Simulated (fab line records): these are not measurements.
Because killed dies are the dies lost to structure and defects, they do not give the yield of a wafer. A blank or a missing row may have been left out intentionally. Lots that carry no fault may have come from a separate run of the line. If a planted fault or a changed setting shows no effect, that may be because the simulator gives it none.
What tool caused it? + flow n5_finfet + Sampling: 12 lots, 36 wafers, 2 of 1938 route steps

## WHAT THE GAUGES READ, wafer by wafer
N5_BEOL_M2_THK_MEAS_53: measures by xrf.
| lot  | measured     | on            | M2_THK (nm)    |
|------|--------------|---------------|----------------|
| L075 | day 7 19:17  | film_metro-01 | 39.6 40.7 42.0 |
| L077 | day 8 00:22  | film_metro-01 | 39.7 39.6 40.0 |
| L079 | day 8 14:01  | film_metro-02 | 39.8 39.6 40.2 |
| L081 | day 9 03:27  | film_metro-02 | 36.5 38.8 39.5 |
| L083 | day 9 14:40  | film_metro-01 | 39.7 35.5 39.0 |
| L084 | day 10 01:08 | film_metro-02 | 42.8 42.8 37.7 |
| L086 | day 10 08:17 | film_metro-01 | 38.5 39.7 39.8 |
| L089 | day 11 01:28 | film_metro-02 | 39.3 39.0 39.2 |
| L091 | day 11 13:16 | film_metro-02 | 40.2 42.0 42.2 |
| L094 | day 12 05:41 | film_metro-02 | 40.8 38.7 43.6 |
| L095 | day 12 09:22 | film_metro-01 | 40.8 40.3 39.7 |
| L097 | day 12 21:46 | film_metro-01 | 39.4 41.5 39.3 |

## WHAT TOOL EACH LOT RAN ON (gives the tool, then ch and the chambers of the sampled wafers, and finally the start)
| lot  | N5_BEOL_M2_SPUTTER_96        |
|------|------------------------------|
| L075 | pvd_sputter-02, day 7 18:29  |
| L077 | pvd_sputter-01, day 7 23:31  |
| L079 | pvd_sputter-01, day 8 13:13  |
| L081 | pvd_sputter-02, day 9 02:38  |
| L083 | pvd_sputter-03, day 9 13:53  |
| L084 | pvd_sputter-03, day 9 23:55  |
| L086 | pvd_sputter-03, day 10 07:18 |
| L089 | pvd_sputter-02, day 11 00:41 |
| L091 | pvd_sputter-01, day 11 12:19 |
| L094 | pvd_sputter-03, day 12 04:47 |
| L095 | pvd_sputter-02, day 12 08:29 |
| L097 | pvd_sputter-03, day 12 20:59 |
- N5_BEOL_M2_SPUTTER_96: material Cu, target thk 4.5 nm, time 8.29 s.

## THE ANSWER, worked out from the rows above alone
Rule: the lots themselves supply what counts as usual. The widest of any qualifying gaps counts: lots, ordered by their means at a reading, are off when they make up no more than a third of the lots, leave a main group of 4 or more, and stand apart from it by 3 or more times the standard deviation of that group's means. The tables above print the reading to a certain number of digits; a main group whose means all agree to those digits is not used. A lot without any number at a reading at which 4 lots or more have one is off too. The other lots that the step has rows for count as sound.
No lot is off at any reading shown: from this, nothing can be told.

## WHAT THE SIMULATOR HAD PUT IN
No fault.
